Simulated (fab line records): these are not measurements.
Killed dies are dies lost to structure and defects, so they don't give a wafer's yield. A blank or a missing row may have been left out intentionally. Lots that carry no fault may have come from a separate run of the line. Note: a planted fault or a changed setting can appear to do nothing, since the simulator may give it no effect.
A lot that was struck, set against a sound lot :: flow nand_harc :: 15 out of 1159 route steps
Sound: wafers L576.2, L576.3, L576.4. Wafers struck: L587.2, L587.4, L587.6. The cause is given at the end.
Each step with rows lists, per side, the tool, then ch with its chambers, then its first start. Under that, the readings that differ: sound wafers :: struck wafers :: difference of the means :: sigmas: that difference in standard deviations of wafers without a fault.
alike: readings whose means differ by less than 2 such deviations, and words and numbers that are the same on both sides. not compared: withheld readings, readings that some wafer has no value for, bounds like >300 that may hide the same value, and numbers for which the record gives no deviation and whose values overlap.
Wherever a step has rows on one side only, a row that says differs or no value, or a row with sigmas, the two part there. Numbers that have no deviation but don't overlap get no sigmas and don't part them. A reading missing from all wafers of one side parts the sides only when that side holds two or more wafers.

first, 2 steps without rows for these wafers: NHARC_A_CONTACT_PEB_67 (peb time 65 s); NHARC_A_CONTACT_DEVELOP_68 (develop time 35 s).
NHARC_A_CONTACT_CD_MEAS_69: the cd target is 200 nm.
  sound on cd_sem-01 ch 0, day 18 07:22; struck on cd_sem-01 ch 0, day 20 21:33
  alike: cd_nm
NHARC_A_CONTACT_OVL_MEAS_70:
  sound: overlay-01 at day 18 07:28; struck: overlay-02 at day 20 21:38
  alike: overlay_x_nm, overlay_y_nm
NHARC_A_CONTACT_INSPECT_71:
  sound: defect_inspect-01 at day 18 07:29; struck: defect_inspect-02 at day 20 21:40
  alike: raw_defect_count
then, 1 step without rows for these wafers: NHARC_A_CONTACT_DESCUM_74 (chemistry O2, time 3 s).
NHARC_A_CONTACT_ETCH_75: etches the open film in CF4, target depth 39 nm, time 65 s.
  sound on rie_diel-11 ch 1,2,3, day 18 07:38; struck on rie_diel-01 ch 0,1, day 20 21:52
  alike: bias_w, cf4_flow_sccm, drypump_motor_current_A, mfc_ar_sccm, oes_product_au, rf_vpp_V, showerhead_plenum_p_Torr, throttle_valve_pct
  not compared: rf_hours_counter_h
NHARC_A_CONTACT_ETCH_76: etches the open film in N2/H2, target depth 260 nm, time 475.3 s.
  sound on rie_diel-11 ch 0,1,2; struck on rie_diel-01 ch 1,3
reading: oes_product_au (a.u.)
sound: 1.024 1.025 1.020
struck: 1.005 0.994 0.991
difference: -0.026
sigmas: -3
  alike: bias_w, chamber_pressure_mTorr, drypump_motor_current_A, mfc_ar_sccm, rf_vpp_V, showerhead_plenum_p_Torr, throttle_valve_pct
  not compared: rf_hours_counter_h
NHARC_A_CONTACT_ETCH_77: etches the open film in CF4/CHF3, target depth 72.6 nm, time 36.3 s.
  sound on rie_diel-11 ch 0,2,3; struck on rie_diel-01 ch 0,2,3
  alike: bias_w, cf4_flow_sccm, drypump_motor_current_A, mfc_ar_sccm, oes_product_au, rf_vpp_V, showerhead_plenum_p_Torr, throttle_valve_pct
  not compared: rf_hours_counter_h
NHARC_A_CONTACT_ETCH_78: etches the open film in O2/COS, target depth 2800 nm, time 728 s.
  sound on rie_diel-11 ch 0,2,3; struck on rie_diel-01 ch 2,3
  alike: bias_w, chamber_pressure_mTorr, drypump_motor_current_A, mfc_ar_sccm, oes_product_au, rf_vpp_V, showerhead_plenum_p_Torr, throttle_valve_pct
  not compared: rf_hours_counter_h
NHARC_A_CONTACT_ETCH_124: etches the open film in C4F8/O2/Ar, time 140 s, target depth 700 nm.
  sound on har_cap_etch-02 ch 0,1, day 18 08:41; struck on har_cap_etch-02 ch 0,1, day 20 22:56
  alike: chamber_pressure_mTorr, oes_air_line_au
  not compared: rf_hours_counter_h
then, 1 step without rows for these wafers: NHARC_A_CONTACT_ETCH_125 (etches the open film in C4F8/O2/Ar, time 155 s, target depth 956 nm).
NHARC_A_CONTACT_ETCH_126: etches the open film in C4F8/O2/Ar, time 155 s, target depth 956 nm.
  sound on har_cap_etch-02 ch 0,1, day 18 09:02; struck on har_cap_etch-02 ch 0,1, day 20 23:17
  no value came back on the struck wafers for chamber_pressure_mTorr (mTorr), oes_air_line_au (a.u.); on the sound wafers chamber_pressure_mTorr (mTorr) reads 20.021 20.014 19.995
  not compared: rf_hours_counter_h
then, 1 step without rows for these wafers: NHARC_A_CONTACT_ETCH_127 (etches the open film in C4F8/O2/Ar, time 155 s, target depth 956 nm).
-- the record jumps here: 3 days lie between the struck wafers' starts before and after (it left off in module A_CONTACT and takes up again in module END, whose first step shown is number 1159 of the route) --
NHARC_END_SORT_01:
  only the struck wafers appear in the record here, on prober-01 ch 0 at day 23 21:02; the sound ones have no rows

## WHERE THEY PART
At NHARC_A_CONTACT_ETCH_76 first; at NHARC_END_SORT_01 last (within this record only).

WHY: whatever the simulator had introduced
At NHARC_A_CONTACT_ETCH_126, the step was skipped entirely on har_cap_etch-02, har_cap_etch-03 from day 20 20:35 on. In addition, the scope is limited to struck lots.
